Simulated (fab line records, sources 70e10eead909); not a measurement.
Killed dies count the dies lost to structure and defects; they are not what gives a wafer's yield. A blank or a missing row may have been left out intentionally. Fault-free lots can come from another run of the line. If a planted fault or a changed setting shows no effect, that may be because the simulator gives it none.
Which tool was responsible? :: flow nand harc :: Sampling: 6 lots, 18 wafers, 4 of 1159 route steps

## WHAT THE GAUGES SHOWED, per wafer
NHARC_P_GATE_INSPECT_28.
lot: L699
measured: day 4 16:41
on: defect inspect-02
raw defect count: 6 1 9

lot: L703
measured: day 6 03:14
on: defect inspect-01
raw defect count: 4 13 7

lot: L707
measured: day 6 13:37
on: defect inspect-02
raw defect count: 5 6 12

lot: L712
measured: day 8 00:20
on: defect inspect-02
raw defect count: 631 593 575

lot: L719
measured: day 10 01:04
on: defect inspect-02
raw defect count: 5 5 4

lot: L721
measured: day 10 22:20
on: defect inspect-02
raw defect count: 1 7 11

## WHICH TOOL RAN EACH LOT (tool, then ch and the chambers of the sampled wafers, then the start)
lot: L699
NHARC_P_STI_CMP_21: cmp-01 ch 0,2, day 3 08:20
NHARC_P_GATE_ETCH_14: wet bench-07 ch 0,2,4, day 4 01:34
NHARC_P_GATE_DEP_103: pecvd-02 ch 1,2, day 4 15:56

lot: L703
NHARC_P_STI_CMP_21: cmp-02 ch 0,1, day 4 14:39
NHARC_P_GATE_ETCH_14: wet bench-07 ch 1,3,4, day 5 10:58
NHARC_P_GATE_DEP_103: pecvd-01 ch 0,1,2, day 6 02:30

lot: L707
NHARC_P_STI_CMP_21: cmp-01 ch 0,1,2, day 5 06:19
NHARC_P_GATE_ETCH_14: wet bench-07 ch 0,3,4, day 5 23:23
NHARC_P_GATE_DEP_103: pecvd-02 ch 0,1,2, day 6 12:56

lot: L712
NHARC_P_STI_CMP_21: cmp-03 ch 0,1,2, day 6 16:58
NHARC_P_GATE_ETCH_14: wet bench-05 ch 5,6,7, day 7 10:07
NHARC_P_GATE_DEP_103: pecvd-02 ch 0,1,2, day 7 23:30

lot: L719
NHARC_P_STI_CMP_21: cmp-03 ch 0,2,3, day 8 14:05
NHARC_P_GATE_ETCH_14: wet bench-09 ch 0,4,7, day 9 10:08
NHARC_P_GATE_DEP_103: pecvd-04 ch 1,2, day 10 00:19

lot: L721
NHARC_P_STI_CMP_21: cmp-03 ch 0,1,3, day 9 05:13
NHARC_P_GATE_ETCH_14: wet bench-09 ch 0,2,3, day 10 05:23
NHARC_P_GATE_DEP_103: pecvd-02 ch 0,1, day 10 21:41
- NHARC_P_STI_CMP_21: polishes, t overpolish 20 s, target thk 380.67 nm.
- NHARC_P_GATE_ETCH_14: etches SiO2 in dHF, target depth 48.8 nm.
- NHARC_P_GATE_DEP_103: deposits SiON, target thk 30 nm.

## THE ANSWER, worked out from the rows above alone
Rule: what is usual is taken from the lots themselves. The widest of any qualifying gaps counts: lots, ordered by their means at a reading, are off when they make up no more than a third of the lots, leave a main group of 4 or more, and stand apart from it by 3 or more times the standard deviation of that group's means. Not used: any main group whose means are identical at the precision the tables above print for the reading. A lot without any number at a reading at which 4 lots or more have one is off too. The other lots that the step has rows for count as sound.
Off, at NHARC_P_GATE_INSPECT_28 on raw defect count: L712. The main group has a mean of 6 with a standard deviation of 1.3.
A tool fits if, at a process step before that reading, it ran every lot that is off, and no sound lot after the first of them. Gauges at NHARC_P_GATE_INSPECT_28: tried the same way as those tools. One fits: wet bench-05 at NHARC_P_GATE_ETCH_14. It ran no sound lot before its first lot that is off in this sample, so the start can't be narrowed down.

## WHAT WAS PUT IN BY THE SIMULATOR
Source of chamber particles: wet bench-05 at NHARC_P_GATE_ETCH_14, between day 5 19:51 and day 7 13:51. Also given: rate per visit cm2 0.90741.
Shown lots that were struck: L712. This agrees with what the rule above found.
